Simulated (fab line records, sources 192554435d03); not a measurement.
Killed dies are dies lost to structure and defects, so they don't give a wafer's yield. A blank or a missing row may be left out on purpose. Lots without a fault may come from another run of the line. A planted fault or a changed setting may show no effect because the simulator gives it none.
A struck lot beside a sound one | flow n5_finfet | 38 steps out of a route of 1938
Sound: wafers L745.1, L745.3, L745.5. Struck: wafers L731.3, L731.6. (L731.2 of the same lot was not struck and is left out.) The cause comes at the end.
At each step with rows: each side's tool, then ch and its chambers, then its first start. Under that, the readings that differ: sound wafers | struck wafers | difference of the means | sigmas: that difference in standard deviations of wafers without a fault.
alike: readings whose means differ by less than 2 such deviations, and words and numbers that are the same on both sides. not compared: withheld readings, readings that some wafer has no value for, bounds like >300 that may hide the same value, and numbers for which the record gives no deviation and whose values overlap.
The two part at a step that has a row with sigmas, a row that says differs or no value, or rows on one side only. Numbers that don't overlap but have no deviation are shown without sigmas and don't part them. A reading that every wafer of one side lacks parts them only if that side has two wafers or more.

first, 9 steps without rows for these wafers: N5_BEOL_M12_SOFTBAKE_23 (time 60 s); N5_BEOL_M12_EXPOSE_25 (exposes mask M12); N5_BEOL_M12_PEB_26 (peb time 90 s); N5_BEOL_M12_DEVELOP_27 (develop time 45 s); N5_BEOL_M12_HARDBAKE_32 (time 120 s); N5_BEOL_M12_DESCUM_33 (chemistry O2, time 7.9 s); N5_BEOL_M12_ETCH_67 (etches SiARC in CF4, target depth 143 nm, time 238.3 s); N5_BEOL_M12_ETCH_68 (etches SOC in N2/H2, time 285 s); N5_BEOL_M12_STRIP_69 (strips in N2/H2).
N5_BEOL_M12_TRENCH_ETCH_34: etches SiOC in C4F8/O2/Ar, target depth 318.95 nm, time 125.5 s.
  sound on rie_diel-01 ch 0,1,2, day 17 21:56; struck on rie_diel-01 ch 2, day 13 21:02
  reading                         | sound             | struck      | difference | sigmas
  oes_product_au (a.u.)           | 0.89 0.96 0.87    | 0.71 0.70   | -0.20      | -2
  rf_vpp_V (V)                    | 667 671 672       | 661 662     | -8         | -2
  showerhead_plenum_p_Torr (Torr) | 3.47 3.63 3.60    | 3.25 3.25   | -0.32      | -2
  model.etch.depth_nm (nm)        | 327.1 323.9 320.1 | 291.3 292.1 | -32.0      |
  alike: drypump_motor_current_A, rf_fwd_power_W, throttle_valve_pct
  not compared: rf_hours_counter_h
then, 1 step without rows for these wafers: N5_BEOL_M12_STRIP_70 (strips in C4F8/O2/Ar).
N5_BEOL_M12_OCD_MEAS_35:
  sound on ocd-01, day 17 22:05; struck on ocd-02, day 13 21:11
  reading              | sound       | struck  | difference | sigmas
  trench_depth_nm (nm) | 327 324 320 | 292 292 | -32        | -5
then, 11 steps without rows for these wafers: N5_BEOL_M12_STRIP_37 (strips in N2/H2); N5_BEOL_M12_ETCH_38 (etches SiCN in CF4/N2, target depth 68.7 nm, time 73.4 s); N5_BEOL_M12_PRECLEAN_39 (cleans in residue remover, time 60 s); N5_BEOL_M12_SRD_40 (time 30 s, dry time 30 s); N5_BEOL_M12_DEGAS_41 (time 60 s); N5_BEOL_M12_PRE_CLEAN_42 (time 30 s); N5_BEOL_M12_SPUTTER_43 (material TaN, target thk 15 nm, time 24.19 s); N5_BEOL_M12_SPUTTER_44 (material Ta, target thk 10 nm, time 16.13 s); N5_BEOL_M12_SPUTTER_45 (material Cu, target thk 80 nm, time 13.33 s); N5_BEOL_M12_ECD_47 (material Cu, target thk 720 nm); N5_BEOL_M12_ANNEAL_48 (time 90 s).
N5_BEOL_M12_CMP_49: polishes, stops on SiOC, t overpolish 20.6 s, target thk 320 nm.
  sound on cmp-02 ch 0,1, day 18 03:14; struck on cmp-02 ch 0,2, day 13 22:46
  reading                                 | sound           | struck    | difference | sigmas
  model.Cu_of_BEOL_M12_ECD_47.thk_nm (nm) | 328.4 327 322.2 | 292 293.4 | -33        |
  alike: barrier_field_endpoint_s, motor_current_A, overpolish_run_s
N5_BEOL_M12_THK_MEAS_50: measures by xrf.
  sound on film_metro-02, day 18 03:31; struck on film_metro-01, day 13 23:04
  reading      | sound       | struck  | difference | sigmas
  M12_THK (nm) | 335 334 330 | 291 293 | -41        | -6
then, 2 steps without rows for these wafers: N5_BEOL_M12_PRE_CLEAN_52 (time 15 s); N5_BEOL_M12_DEP_53 (deposits SiCN from 3MS/NH3, target thk 30 nm, time 10.5 s).
N5_BEOL_M12_RS_MEAS_54: measures by four-point-probe.
  sound on film_metro-02, day 18 03:39; struck on film_metro-01, day 13 23:11
  reading         | sound                | struck        | difference | sigmas
  M12_RS (ohm/sq) | 0.0585 0.0588 0.0598 | 0.0661 0.0657 | +0.0069    | +6
then, 9 steps without rows for these wafers: N5_BEOL_M13_ILD_DEP_00 (deposits SiOC from DEMS/O2, target thk 837.92 nm, time 166.4 s); N5_BEOL_M13_COAT_58 (time 60 s, resist thk 89 nm); N5_BEOL_M13_COAT_04 (resist thk 400 nm); N5_BEOL_M13_EBR_06; N5_BEOL_M13_SOFTBAKE_05 (time 60 s); N5_BEOL_M13_EXPOSE_07 (exposes mask V12); N5_BEOL_M13_PEB_08 (peb time 90 s); N5_BEOL_M13_DEVELOP_09 (develop time 45 s); N5_BEOL_M13_HARDBAKE_14 (time 120 s).
N5_BEOL_M15_RC_MEAS_101:
  sound on prober-01 ch 0, day 19 00:56; struck on prober-01 ch 0, day 14 15:19
  reading                    | sound             | struck      | difference | sigmas
  SERP_M12 (ohm/um)          | 0.612 0.616 0.638 | 0.716 0.695 | +0.084     | +5
  SERP_M12_max_site (ohm/um) | 0.622 0.637 0.649 | 0.729 0.716 | +0.086     | +5
  SERP_M9 (ohm/um)           | 2.82 2.89 2.76    | 3.20 3.12   | +0.34      | +3
  alike: COMB_M10, COMB_M11, COMB_M12, COMB_M12_max_site, COMB_M13, COMB_M14, COMB_M15, COMB_M5, COMB_M6, COMB_M7, COMB_M8, COMB_M9, SERP_M10, SERP_M11, SERP_M13, SERP_M13_max_site, SERP_M14, SERP_M5, SERP_M5_max_site, SERP_M6, SERP_M6_max_site, SERP_M7, SERP_M8

WHERE THEY PART
First at N5_BEOL_M12_TRENCH_ETCH_34; last, within this record, at N5_BEOL_M15_RC_MEAS_101.

WHY: what the simulator had put in
Process parameter drift: rie_diel-01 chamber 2, from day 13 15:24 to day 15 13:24, at N5_BEOL_M12_TRENCH_ETCH_34. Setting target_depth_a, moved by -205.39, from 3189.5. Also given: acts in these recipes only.
